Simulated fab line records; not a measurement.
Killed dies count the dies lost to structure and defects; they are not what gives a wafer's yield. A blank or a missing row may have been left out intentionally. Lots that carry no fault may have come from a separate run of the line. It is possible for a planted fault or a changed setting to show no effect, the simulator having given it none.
fab line records | flow nandHarc
record: lots: 12 | wafers: 36 | lastDay: 34
route steps=1302 shown A_WL_FILL@966 END@1302
lots that met no fault: taken from a fault-free run of the same line
startH: hours from the record's first day to the start of the lot's first wafer shown | waitH: time in hours since the lot's previous step | " repeats the value in the row above | L1.1+2: a row that stands for several wafers | - no value, or no start was given | * or withheld: withheld | < > ~ a bound
route shown NAME@n: NAME is a module with steps in the file, n the number in the route of the first one | usual: mean/standard deviation of fault-free wafers | same: alike in all rows | chamber/n: place in a boat | sites: each site's reading | _std_site: the values' standard deviation | _edge_site: mean of outer sites minus mean of inner sites | radiusMm: for every site, how far away it sits from the centre of the wafer | mask NAME#n: copy n | behind: the last tool/chamber to shape the wafer | hold: reason for holding the lot/hours on hold/outcome of the hold | device: the transistor (n, p or np) that didn't switch | end of line: at the end of the route, the tests of the same wafers | step lacking rows: just its recipe | killed: count of dies lost to structure and defects at first sort (not the wafer's yield) | map: the dies of a wafer, with x for killed, . for not killed, _ for no die there
set.NAME: the setting as run; set.NAME@STEP: as run at that earlier step | model.NAME: the simulator's own value behind a step, which no gauge read
a sample of lots followed through the steps of the route, with each step as a table and each wafer as a row
services: from which hour (startH, from the record's first day; less than 0 if before it) a tool's chamber was out of use, for how many hours, and why
== steps ==
step: NHARC_A_WL_FILL_ETCHBACK_16
recipe: targetDepthA: 1200 | timeS: 24 | c4f8FlowSccm: withheld | o2FlowSccm: 8 | arFlowSccm: withheld | rfW: 600 | biasW: 800 | chemistry: C4F8/O2/Ar
usual: biasW: 799.5/2.8 | oesProductAu: 0.98/0.033 | rfFwdPowerW: 589.7/2.7 | rfVppV: 725/4.3
lot.wafer | tool       | chamber | startH | waitH | biasW | oesProductAu | rfFwdPowerW | rfHoursCounterH | rfVppV
L336.2    | rieDiel-02 | 3       | -      | -     | 795.9 | 0.99         | 587.9       | 2.1             | 721
L336.3    | "          | 1       | "      | "     | 803.3 | 1.00         | 593.2       | 2.1             | 730
L336.5    | "          | 2       | "      | "     | 798.2 | 0.99         | 591.7       | -               | 728
L338.4    | rieDiel-13 | 0       | -      | -     | 793.7 | 0.93         | 593.3       | 8.9             | 727
L338.2    | "          | 2       | "      | "     | 804.0 | 0.94         | 590.8       | 8.2             | 729
L338.6    | "          | 0       | "      | "     | 792.7 | 0.94         | 589.8       | -               | 729
L339.4    | rieDiel-02 | 0       | -      | -     | 799.3 | 0.92         | 590.0       | 2.6             | 725
L339.1    | "          | 1       | "      | "     | 802.8 | 0.94         | 595.1       | 2.5             | 730
L339.2    | "          | 2       | "      | "     | 793.7 | 0.92         | 591.2       | 2.5             | 727
L346.4    | rieDiel-02 | 3       | -      | -     | 801.6 | 1.01         | 588.5       | 0               | 723
L346.3    | "          | 0       | "      | "     | 796.4 | 1.00         | 589.3       | 0               | 725
L346.5    | "          | 1       | "      | "     | 799.7 | 1.00         | 591.5       | -               | 730
L349.4    | rieDiel-13 | 3       | -      | -     | 800.8 | 1.00         | 586.5       | 4.0             | 716
L349.1    | "          | 0       | "      | "     | 798.3 | 0.99         | 591.2       | 4.1             | 728
L349.6    | "          | 2       | "      | "     | 799.2 | 0.99         | 591.0       | -               | 729
L352.1    | rieDiel-13 | 3       | -      | -     | 797.0 | 0.96         | 588.0       | 5.4             | 716
L352.2    | "          | 0       | "      | "     | 794.0 | 0.94         | 590.5       | 4.6             | 730
L352.3    | "          | 1       | "      | "     | 798.5 | 0.96         | 583.3       | 5.1             | 725
L351.3    | rieDiel-02 | 3       | -      | -     | 798.0 | 0.96         | 590.9       | 1.5             | 724
L351.1    | "          | 0       | "      | "     | 802.2 | 0.96         | 587.7       | 1.3             | 724
L351.6    | "          | 1       | "      | "     | 794.6 | 0.95         | 592.5       | -               | 731
L353.3    | rieDiel-09 | 2       | -      | -     | 801.1 | 0.99         | 587.6       | 4.0             | 720
L353.4    | "          | 3       | "      | "     | 802.0 | 0.98         | 593.0       | 4.3             | 725
L353.6    | "          | 1       | "      | "     | 801.3 | 1.00         | 589.5       | -               | 723
L354.4    | rieDiel-02 | 0       | -      | -     | 797.9 | 0.93         | 591.1       | 1.6             | 725
L354.2    | "          | 1       | "      | "     | 796.6 | 0.92         | 593.2       | 1.4             | 730
L354.5    | "          | 2       | "      | "     | 799.4 | 0.92         | 589.4       | -               | 727
L355.4    | rieDiel-09 | 1       | -      | -     | 797.9 | 0.92         | 591.0       | 4.3             | 725
L355.1    | "          | 2       | "      | "     | 795.5 | 0.92         | 586.2       | 4.3             | 719
L355.3    | "          | 3       | "      | "     | 802.1 | 0.92         | 591.6       | 4.6             | 725
L358.1    | rieDiel-09 | 2       | -      | -     | 801.5 | 0.99         | 586.5       | 0.1             | 720
L358.2    | "          | 1       | "      | "     | 800.8 | 1.00         | 592.9       | 0.1             | 723
L358.5    | "          | 3       | "      | "     | 796.4 | 0.99         | 591.6       | -               | 726
L357.3    | rieDiel-02 | 0       | -      | -     | 799.9 | 1.01         | 590.0       | 2.8             | 725
L357.1    | "          | 2       | "      | "     | 798.7 | 1.00         | 589.1       | 2.9             | 728
L357.6    | "          | 0       | "      | "     | 802.3 | 1.00         | 589.6       | -               | 724
step: NHARC_A_WL_FILL_STRIP_29
recipe: timeS: 20 | o2FlowSccm: 500 | arFlowSccm: 0 | biasW: 0 | chemistry: O2
usual: drypumpMotorCurrentA: 5.6/0.47 | oesProductAu: 0.999/0.011 | rfVppV: 57.9/0.91 | showerheadPlenumPTorr: 3.59/0.14 | throttleValvePct: 17.038/0.0095
same: biasW: 0
lot.wafer | tool       | chamber | startH | waitH | drypumpMotorCurrentA | oesProductAu | rfHoursCounterH | rfVppV | showerheadPlenumPTorr | throttleValvePct
L336.2    | rieDiel-02 | 3       | 491.01 | 0.1   | 5.8                  | 0.994        | 2.1             | 57.6   | 3.49                  | 17.041
L336.3    | "          | 0       | "      | "     | 5.5                  | 1.001        | 2.2             | 58.6   | 3.57                  | 17.038
L336.5    | "          | 3       | "      | "     | 5.8                  | 0.993        | -               | 57.7   | 3.49                  | 17.033
L338.2    | rieDiel-13 | 3       | 501.77 | 0.1   | 5.7                  | 1.022        | 8.8             | 56.5   | 3.29                  | 17.050
L338.4    | "          | 2       | "      | "     | 5.0                  | 0.990        | 8.2             | 57.3   | 3.74                  | 17.033
L338.6    | "          | 0       | "      | "     | 6.3                  | 0.997        | -               | 59.2   | 3.70                  | 17.053
L339.1    | rieDiel-02 | 2       | 501.83 | 0.1   | 5.6                  | 0.993        | 2.5             | 56.7   | 3.67                  | 17.037
L339.4    | "          | 3       | "      | "     | 5.8                  | 0.998        | 2.6             | 57.2   | 3.49                  | 17.020
L339.2    | "          | 0       | "      | "     | 5.5                  | 1.000        | 2.6             | 57.8   | 3.57                  | 17.037
L346.3    | rieDiel-02 | 1       | 583.94 | 0.1   | 5.3                  | 0.992        | 0.0             | 58.1   | 3.76                  | 17.044
L346.4    | "          | 3       | "      | "     | 5.8                  | 1.011        | 0.0             | 56.9   | 3.49                  | 17.028
L346.5    | "          | 1       | "      | "     | 5.3                  | 1.003        | -               | 57.2   | 3.76                  | 17.022
L349.1    | rieDiel-13 | 1       | 608.61 | 0.1   | 4.9                  | 1.020        | 3.7             | 58.1   | 3.57                  | 17.037
L349.4    | "          | 2       | "      | "     | 5.0                  | 0.999        | 2.3             | 57.7   | 3.74                  | 17.026
L349.6    | "          | 1       | "      | "     | 4.9                  | 1.011        | -               | 57.5   | 3.57                  | 17.041
L352.2    | rieDiel-13 | 1       | 633.78 | 0.1   | 4.9                  | 1.023        | 5.1             | 58.1   | 3.57                  | 17.037
L352.3    | "          | 2       | "      | "     | 5.0                  | 1.007        | 3.8             | 59.6   | 3.74                  | 17.039
L352.1    | "          | 3       | "      | "     | 5.7                  | 1.026        | 5.5             | 57.4   | 3.28                  | 17.030
L351.3    | rieDiel-02 | 2       | 637.80 | 0.1   | 5.6                  | 0.987        | 1.4             | 58.0   | 3.67                  | 17.055
L351.1    | "          | 3       | "      | "     | 5.8                  | 1.000        | 1.6             | 56.6   | 3.49                  | 17.027
L351.6    | "          | 0       | "      | "     | 5.5                  | 1.002        | -               | 56.0   | 3.57                  | 17.044
L353.3    | rieDiel-09 | 3       | 642.34 | 0.1   | 6.2                  | 0.984        | 4.3             | 57.6   | 3.60                  | 17.047
L353.4    | "          | 1       | "      | "     | 6.3                  | 0.994        | 4.1             | 57.4   | 3.54                  | 17.045
L353.6    | "          | 3       | "      | "     | 6.2                  | 0.977        | -               | 57.9   | 3.60                  | 17.029
L354.4    | rieDiel-02 | 1       | 655.33 | 0.1   | 5.3                  | 0.991        | 1.4             | 57.8   | 3.75                  | 17.045
L354.2    | "          | 3       | "      | "     | 5.8                  | 1.009        | 1.8             | 58.1   | 3.49                  | 17.043
L354.5    | "          | 1       | "      | "     | 5.3                  | 0.981        | -               | 58.5   | 3.76                  | 17.024
L355.1    | rieDiel-09 | 0       | 655.39 | 0.1   | 6.0                  | 1.004        | 4.7             | 58.6   | 3.77                  | 17.036
L355.3    | "          | 1       | "      | "     | 6.3                  | 0.989        | 4.3             | 57.2   | 3.54                  | 17.039
L355.4    | "          | 2       | "      | "     | 5.1                  | 0.995        | 4.3             | 57.8   | 3.41                  | 17.028
L358.2    | rieDiel-09 | 2       | 693.51 | 0.1   | 5.1                  | 1.007        | 0.1             | 57.8   | 3.41                  | 17.040
L358.1    | "          | 1       | "      | "     | 6.3                  | 0.997        | 0.1             | 57.5   | 3.54                  | 17.051
L358.5    | "          | 3       | "      | "     | 6.1                  | 0.992        | -               | 58.6   | 3.60                  | 17.052
L357.3    | rieDiel-02 | 3       | 697.95 | 0.1   | 5.9                  | 0.998        | 3.1             | 56.7   | 3.49                  | 17.038
L357.1    | "          | 0       | "      | "     | 5.5                  | 0.997        | 2.9             | 58.0   | 3.57                  | 17.050
L357.6    | "          | 3       | "      | "     | 5.8                  | 1.002        | -               | 58.2   | 3.49                  | 17.029
step: NHARC_A_WL_FILL_CVD_23
recipe: targetThkA: 400 | tempC: 620 | pressureMtorr: 200 | timeS: 800 | material: poly-Si
usual: runLengthS: 801.26/0.26 | zonePowerCentrePct: 9.06/0.3 | zonePowerTopPct: 17.5/2.7
lot.wafer | tool         | chamber | startH | waitH | runLengthS | zonePowerCentrePct | zonePowerTopPct
L336.2    | lpcvdPoly-02 | 0       | 493.73 | 2.4   | 801.13     | 8.82               | 14.8
L336.3    | "            | 0       | "      | "     | 801.13     | 9.00               | 14.5
L336.5    | "            | 0       | "      | "     | 801.13     | 9.16               | 14.5
L338.2    | lpcvdPoly-02 | 0       | 504.53 | 2.4   | 1538.2     | 9.05               | 14.5
L338.4    | "            | 0       | "      | "     | 1538.2     | 8.98               | 15.0
L338.6    | "            | 0       | "      | "     | 1538.2     | 9.19               | 14.4
L339.1    | lpcvdPoly-02 | 0       | 504.53 | 2.3   | 1537.6     | 9.06               | 14.5
L339.2    | "            | 0       | "      | "     | 1537.6     | 9.08               | 14.6
L339.4    | "            | 0       | "      | "     | 1537.6     | 8.99               | 14.9
L346.3    | lpcvdPoly-04 | 0       | 586.71 | 2.4   | 800.94     | 9.36               | 19.1
L346.4    | "            | 0       | "      | "     | 800.94     | 9.43               | 18.7
L346.5    | "            | 0       | "      | "     | 800.94     | 9.32               | 18.8
L349.1    | lpcvdPoly-02 | 0       | 611.64 | 2.7   | 800.96     | 9.04               | 14.6
L349.4    | "            | 0       | "      | "     | 800.96     | 8.94               | 14.7
L349.6    | "            | 0       | "      | "     | 800.96     | 9.22               | 14.8
L352.1    | lpcvdPoly-02 | 0       | 636.51 | 2.4   | 800.97     | 9.04               | 14.6
L352.2    | "            | 0       | "      | "     | 800.97     | 9.03               | 14.8
L352.3    | "            | 0       | "      | "     | 800.97     | 9.10               | 14.6
L351.1    | lpcvdPoly-02 | 0       | 640.52 | 2.4   | 801.33     | 9.00               | 14.4
L351.3    | "            | 0       | "      | "     | 801.33     | 9.08               | 14.8
L351.6    | "            | 0       | "      | "     | 801.33     | 9.12               | 14.5
L353.3    | lpcvdPoly-02 | 0       | 645.07 | 2.4   | 801.41     | 9.01               | 14.8
L353.4    | "            | 0       | "      | "     | 801.41     | 8.97               | 14.6
L353.6    | "            | 0       | "      | "     | 801.41     | 9.06               | 14.6
L354.2    | lpcvdPoly-02 | 0       | 658.07 | 2.4   | 801.79     | 8.95               | 14.8
L354.4    | "            | 0       | "      | "     | 801.79     | 8.96               | 14.8
L354.5    | "            | 0       | "      | "     | 801.79     | 9.09               | 14.8
L355.1    | lpcvdPoly-02 | 0       | 658.07 | 2.4   | 801.47     | 9.02               | 14.5
L355.3    | "            | 0       | "      | "     | 801.47     | 8.94               | 14.6
L355.4    | "            | 0       | "      | "     | 801.47     | 9.10               | 14.6
L358.1    | lpcvdPoly-04 | 0       | 696.29 | 2.4   | 801.19     | 9.32               | 18.6
L358.2    | "            | 0       | "      | "     | 801.19     | 9.32               | 19.2
L358.5    | "            | 0       | "      | "     | 801.19     | 9.24               | 19.0
L357.1    | lpcvdPoly-04 | 0       | 700.70 | 2.5   | 801.32     | 9.29               | 19.1
L357.3    | "            | 0       | "      | "     | 801.32     | 9.36               | 19.1
L357.6    | "            | 0       | "      | "     | 801.32     | 9.46               | 18.9
step: NHARC_A_WL_FILL_ETCHBACK_26
recipe: targetDepthA: 520 | timeS: 13.3 | hbrFlowSccm: 150 | rfW: 350 | icpW: 350 | biasW: 60 | chemistry: HBr
usual: biasW: 60.02/0.17 | drypumpMotorCurrentA: 5.4/0.37 | oesProductAu: 0.996/0.0083 | rfFwdPowerW: 342.7/1.7 | throttleValvePct: 23.267/0.0084
lot.wafer | tool     | chamber | startH | waitH | biasW | drypumpMotorCurrentA | oesProductAu | rfFwdPowerW | rfHoursCounterH | throttleValvePct
L336.2    | rieSi-06 | 0       | 496.33 | 0.4   | 60.08 | 5.4                  | 0.999        | 342.2       | 0.4             | 23.262
L336.3    | "        | 2       | "      | "     | 60.10 | 5.9                  | 0.992        | 343.3       | 0.5             | 23.267
L336.5    | "        | 3       | "      | "     | 60.25 | 6.0                  | 1.001        | 341.5       | -               | 23.270
L338.4    | rieSi-05 | 1       | 507.10 | 0.4   | 60.06 | 5.2                  | 1.002        | 342.2       | 0.1             | 23.259
L338.2    | "        | 3       | "      | "     | 59.80 | 5.2                  | 1.005        | 344.3       | 0.1             | 23.265
L338.6    | "        | 2       | "      | "     | 60.02 | 5.0                  | 0.998        | 343.9       | -               | 23.280
L339.2    | rieSi-01 | 1       | 507.10 | 0.4   | 59.96 | 5.1                  | 1.001        | 342.0       | 0.8             | 23.284
L339.1    | "        | 2       | "      | "     | 59.99 | 4.8                  | 0.995        | 341.5       | 0.8             | 23.281
L339.4    | "        | 0       | "      | "     | 60.24 | 5.7                  | 1.019        | 344.5       | 0.8             | 23.264
L346.4    | rieSi-01 | 0       | 589.32 | 0.4   | 59.69 | 5.6                  | 0.990        | 342.3       | 0.2             | 23.266
L346.3    | "        | 1       | "      | "     | 59.97 | 5.1                  | 0.988        | 344.3       | 0.2             | 23.265
L346.5    | "        | 1       | "      | "     | 60.09 | 5.1                  | 0.987        | 344.8       | -               | 23.263
L349.1    | rieSi-05 | 0       | 614.23 | 0.4   | 59.97 | 5.6                  | 0.982        | 343.1       | 0.7             | 23.271
L349.4    | "        | 2       | "      | "     | 59.75 | 5.0                  | 1.007        | 346.8       | 0.7             | 23.287
L349.6    | "        | 1       | "      | "     | 60.09 | 5.2                  | 1.006        | 343.0       | -               | 23.268
L352.2    | rieSi-05 | 2       | 639.08 | 0.4   | 60.11 | 5.0                  | 1.004        | 345.7       | 0.8             | 23.257
L352.3    | "        | 3       | "      | "     | 60.16 | 5.2                  | 1.006        | 344.5       | 0.8             | 23.272
L352.1    | "        | 0       | "      | "     | 59.91 | 5.5                  | 0.995        | 343.8       | 0.8             | 23.260
L351.3    | rieSi-06 | 2       | 643.12 | 0.4   | 59.81 | 5.9                  | 1.001        | 346.7       | 0.2             | 23.259
L351.1    | "        | 0       | "      | "     | 60.07 | 5.4                  | 0.987        | 342.6       | 0.2             | 23.259
L351.6    | "        | 2       | "      | "     | 60.02 | 5.9                  | 1.005        | 345.2       | -               | 23.263
L353.4    | rieSi-05 | 3       | 647.72 | 0.4   | 59.90 | 5.2                  | 1.013        | 344.4       | 0.8             | 23.260
L353.3    | "        | 0       | "      | "     | 60.02 | 5.6                  | 0.992        | 342.1       | 0.9             | 23.274
L353.6    | "        | 1       | "      | "     | 60.08 | 5.2                  | 0.993        | 343.0       | -               | 23.257
L354.4    | rieSi-01 | 1       | 660.67 | 0.4   | 60.02 | 5.1                  | 1.000        | 343.1       | 0.8             | 23.264
L354.2    | "        | 2       | "      | "     | 59.82 | 4.8                  | 0.989        | 339.5       | 0.9             | 23.272
L354.5    | "        | 2       | "      | "     | 60.10 | 4.8                  | 0.993        | 340.1       | -               | 23.259
L355.1    | rieSi-06 | 2       | 660.68 | 0.4   | 59.91 | 5.9                  | 1.007        | 342.2       | 0.3             | 23.236
L355.4    | "        | 3       | "      | "     | 60.14 | 6.0                  | 1.001        | 340.1       | 0.3             | 23.272
L355.3    | "        | 0       | "      | "     | 59.82 | 5.4                  | 0.999        | 341.0       | 0.3             | 23.258
L358.2    | rieSi-01 | 2       | 698.87 | 0.4   | 60.47 | 4.8                  | 0.988        | 341.0       | 1.1             | 23.267
L358.1    | "        | 1       | "      | "     | 60.44 | 5.1                  | 0.985        | 344.0       | 1.0             | 23.266
L358.5    | "        | 3       | "      | "     | 60.13 | 6.0                  | 0.999        | 342.2       | -               | 23.268
L357.3    | rieSi-06 | 0       | 703.30 | 0.4   | 59.79 | 5.4                  | 1.001        | 344.0       | 0.6             | 23.280
L357.1    | "        | 2       | "      | "     | 60.09 | 5.9                  | 0.982        | 343.4       | 0.6             | 23.266
L357.6    | "        | 3       | "      | "     | 59.90 | 6.0                  | 0.992        | 341.7       | -               | 23.265
step: NHARC_END_SORT_01
recipe: tempC: 25
usual: killedAtArray: 41/10 | killedAtOther: 0.8/0.91 | killedAtPeriphery: 4.2/2.9 | killedDies: 46/10 | killedOpen: 3.5/2.1 | killedShort: 2.5/1.6
same: grossDies: 677
lot.wafer | tool      | chamber | startH | waitH | killedAtArray | killedAtOther | killedAtPeriphery | killedDies | killedOpen | killedShort
L351.1    | prober-02 | 0       | 728.40 | 2.5   | 70            | 0             | 1                 | 71         | 2          | 2
L351.3    | prober-02 | 0       | 730.04 | 3.2   | 62            | 1             | 0                 | 63         | 2          | 3
L351.6    | prober-02 | 0       | 732.49 | 4.1   | 47            | 0             | 4                 | 51         | 2          | 2
killed by level:class
L351.1 A_CHANNEL_HOLE_D1:chamberFilmFlake=19 A_SLIT:chamberFilmFlake=14 A_CONTACT:chamberFilmFlake=12 A_CHANNEL_HOLE_D2:chamberFilmFlake=11 A_STAIRCASE:chamberFilmFlake=6 A_M0:geometricParticle:open=2 A_CHANNEL_FILL_D1:chamberFilmFlake=2 A_ONON_D1:geometricParticle:short=1
L351.3 A_SLIT:chamberFilmFlake=16 A_CHANNEL_HOLE_D1:chamberFilmFlake=13 A_CONTACT:chamberFilmFlake=10 A_CHANNEL_HOLE_D2:chamberFilmFlake=9 A_CHANNEL_FILL_D1:chamberFilmFlake=3 A_BONDPAD:chamberFilmFlake=3 A_ONON_D2:geometricParticle:short=1 A_CHANNEL_HOLE_D2:geometricParticle:short=1
L351.6 A_CHANNEL_HOLE_D1:chamberFilmFlake=19 A_SLIT:chamberFilmFlake=13 A_CONTACT:chamberFilmFlake=4 A_CHANNEL_HOLE_D2:chamberFilmFlake=3 A_STAIRCASE:chamberFilmFlake=3 A_ONON_D1:geometricParticle:short=2 P_GATE:chamberFilmFlake=2 P_CONTACT:geometricParticle:open=1
== services ==
tool       | chamber | startH | hours | kind
rieSi-05   | -       | 482.00 | 9.0   | pm
rieDiel-09 | -       | 497.10 | 9.0   | pm
rieSi-06   | 1       | 518.85 | 1.6   | repair
rieDiel-13 | -       | 519.00 | 9.0   | pm
rieDiel-02 | 2       | 519.20 | 10.9  | repair
rieDiel-09 | 1       | 529.08 | 2.1   | repair
rieDiel-13 | 1       | 529.79 | 1.5   | repair
rieSi-01   | 3       | 530.53 | 4.3   | repair
rieDiel-09 | 2       | 541.70 | 3.1   | repair
rieDiel-13 | 1       | 545.22 | 1.7   | repair
rieSi-01   | -       | 547.06 | 9.0   | pm
rieDiel-13 | 2       | 549.72 | 9.2   | repair
rieSi-05   | 3       | 555.01 | 14.8  | repair
rieSi-05   | -       | 566.24 | 0.5   | repair
rieDiel-02 | -       | 570.71 | 9.0   | pm
rieDiel-13 | 2       | 573.79 | 8.5   | repair
rieSi-06   | 1       | 575.78 | 14.6  | repair
rieDiel-09 | 2       | 585.83 | 3.8   | repair
rieSi-06   | -       | 603.00 | 9.0   | pm
rieDiel-02 | 1       | 611.72 | 5.9   | repair
rieDiel-13 | 0       | 613.44 | 7.1   | repair
rieDiel-09 | -       | 674.10 | 9.0   | pm
rieDiel-13 | -       | 674.40 | 0.7   | repair
rieDiel-13 | -       | 696.00 | 9.0   | pm
== key ==
firstSign: step: NHARC_A_WL_FILL_CVD_23 | reading: runLengthS | direction: up | sigmas: 99+ | usual: * | struck: *
effect none on later readings
metAt NHARC_A_WL_FILL_CVD_23
struckLots L338,L339
testerLeftOut L338,L339
notActingAt NHARC_A_WL_FILL_ETCHBACK_16,NHARC_A_WL_FILL_STRIP_29,NHARC_A_WL_FILL_ETCHBACK_26
onsetBetween 493.73 504.53
fault: kind: processParameterDrift | tool: lpcvdPoly-02 | chamber: - | onsetH: 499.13 | steps: NHARC_A_WL_FILL_CVD_23 | channel: timeS | offset: * | shape: step | endH: 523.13 | actsIn: * | stated: *
testerLeftOut: of these lots the tester's yield and bins aren't shown, on N5 and GAA mostly nor the transistor test; their killed dies are dies lost to structure and defects alone, not to doping, threshold or leakage, so they don't give the yield
